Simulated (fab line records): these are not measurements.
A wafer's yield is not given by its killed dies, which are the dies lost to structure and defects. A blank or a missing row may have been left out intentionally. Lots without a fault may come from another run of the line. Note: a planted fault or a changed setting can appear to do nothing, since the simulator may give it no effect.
Split-lot experiment | flow n5Finfet | 21 wafers read across 7 lots, on a route 1938 steps long

== THE SPLIT ==
At N5_BEOL_M13_ILD_DEP_00 (deposits SiOC from DEMS/O2, target thk 837.92 nm, time 166.4 s), the setting timeS was moved away from the recipe's 166.4 s on 9 of the 21 wafers read, by -5.6% to +12.4%. For the rest of the wafers, this setting stayed at what the recipe calls for.

No step appears in the file between the split and the reading.

== THE READING ==
M13_ILD_THK at N5_BEOL_M13_THK_MEAS_01, in nm. A value of 839 nm with a standard deviation of 12 nm is what fault-free wafers of this fab line usually give.

wafer  | tool, chamber at the split | timeS as run, s | against the recipe | M13_ILD_THK, nm | against lot-mates on the recipe
L075.1 | pecvd-04, 0                | 177.1           | +6.4%              | 876             | no lot-mate on the recipe
L075.3 | pecvd-04, 1                | 177.1           | +6.4%              | 888             | no lot-mate on the recipe
L075.5 | pecvd-04, 1                | 177.1           | +6.4%              | 908             | no lot-mate on the recipe
L081.1 | pecvd-04, 1                | 157.1           | -5.6%              | 799             | -50
L081.2 | pecvd-04, 0                | 166.4           | recipe             | 836             | -
L081.5 | pecvd-04, 1                | 166.4           | recipe             | 862             | -
L085.1 | pecvd-02, 2                | 158.1           | -5.0%              | 775             | -46
L085.2 | pecvd-02, 1                | 166.4           | recipe             | 808             | -
L085.5 | pecvd-02, 2                | 166.4           | recipe             | 833             | -
L086.2 | pecvd-02, 1                | 166.4           | recipe             | 817             | -
L086.3 | pecvd-02, 0                | 166.4           | recipe             | 842             | -
L086.5 | pecvd-02, 2                | 166.4           | recipe             | 836             | -
L090.1 | pecvd-04, 0                | 174.2           | +4.7%              | 861             | +30
L090.3 | pecvd-04, 1                | 166.4           | recipe             | 839             | -
L090.5 | pecvd-04, 0                | 166.4           | recipe             | 824             | -
L093.2 | pecvd-04, 0                | 166.4           | recipe             | 821             | -
L093.4 | pecvd-04, 1                | 166.4           | recipe             | 838             | -
L093.6 | pecvd-04, 0                | 177.5           | +6.7%              | 890             | +60
L096.1 | pecvd-02, 0                | 187.1           | +12.4%             | 945             | +110
L096.2 | pecvd-02, 2                | 187.1           | +12.4%             | 922             | +87
L096.3 | pecvd-02, 1                | 166.4           | recipe             | 835             | -

FIT RESULTS
A straight line over all 21 wafers: M13_ILD_THK changes by +8.33 nm for each +1% of timeS; r = +0.95; the points scatter about the line by 14 nm.
The same after taking each lot's own level away (the mean of its wafers on the recipe; 18 wafers): +8.16 nm for each +1%; r = +0.97; scatter 10 nm.
On that fit, the largest move of timeS shifts the reading by 1e+02 nm.
Across the lots, their own levels run from 820.5 to 849.0 nm, a range of 2.4 times the standard deviation given above.
Hence the lot-to-lot level has little effect on the slope; both slopes agree.
Check: with one of the wafers moved furthest among these (+12.4%) left out of the fit, the line predicts +95.1 nm for it against its lot-mates. Against them it came out at +110 nm.

== THESE WAFERS: OTHER SPLITS ==
These wafers also went through other splits before the reading. Each is held against what the fit with the lots' levels taken away leaves over:
other split on the same wafers   | wafers away from the commonest value | r with M13_ILD_THK (lot level and that fit taken away)
N5_BEOL_M11_TRENCH_ETCH_37 timeS | 2                                    | +0.02
N5_BEOL_M12_TRENCH_ETCH_34 timeS | 7                                    | -0.26
N5_BEOL_M12_SPUTTER_45 timeS     | 6                                    | +0.12

== THE WHOLE CHAIN: every reading that the file lists as answering this split, in the file's order ==
step                    | what it does                                                   | reading                                                                            | change (the file's fit)              | r (the file's)
N5_BEOL_M13_ILD_DEP_00  | deposits SiOC from DEMS/O2, target thk 837.92 nm, time 166.4 s | SiOC_of_BEOL_M13_ILD_DEP_00.thkNm (the simulator's own value, which no gauge read) | +8.24 nm for each +1% of the setting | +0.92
N5_BEOL_M13_THK_MEAS_01 |                                                                | M13_ILD_THK                                                                        | +8.22 for each +1% of the setting    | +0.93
N5_BEOL_M13_VIA_ETCH_16 | etches SiOC in C4F8/O2/Ar, target depth 921.7 nm               | etch.depthNm (the simulator's own value, which no gauge read)                      | +8.24 nm for each +1% of the setting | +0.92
N5_BEOL_M13_VIA_ETCH_16 | etches SiOC in C4F8/O2/Ar, target depth 921.7 nm               | coat_of_BEOL_M13_COAT_04.thkNm (the simulator's own value, which no gauge read)    | -2.62 nm for each +1% of the setting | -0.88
N5_BEOL_M13_STRIP_63    | strips in N2/H2                                                | stripTimeToEndpointS                                                               | withheld for each +1% of the setting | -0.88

== THE FILE'S OWN FIT ==
M13_ILD_THK changes by +8.22 nm for each +1% of timeS, r = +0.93.
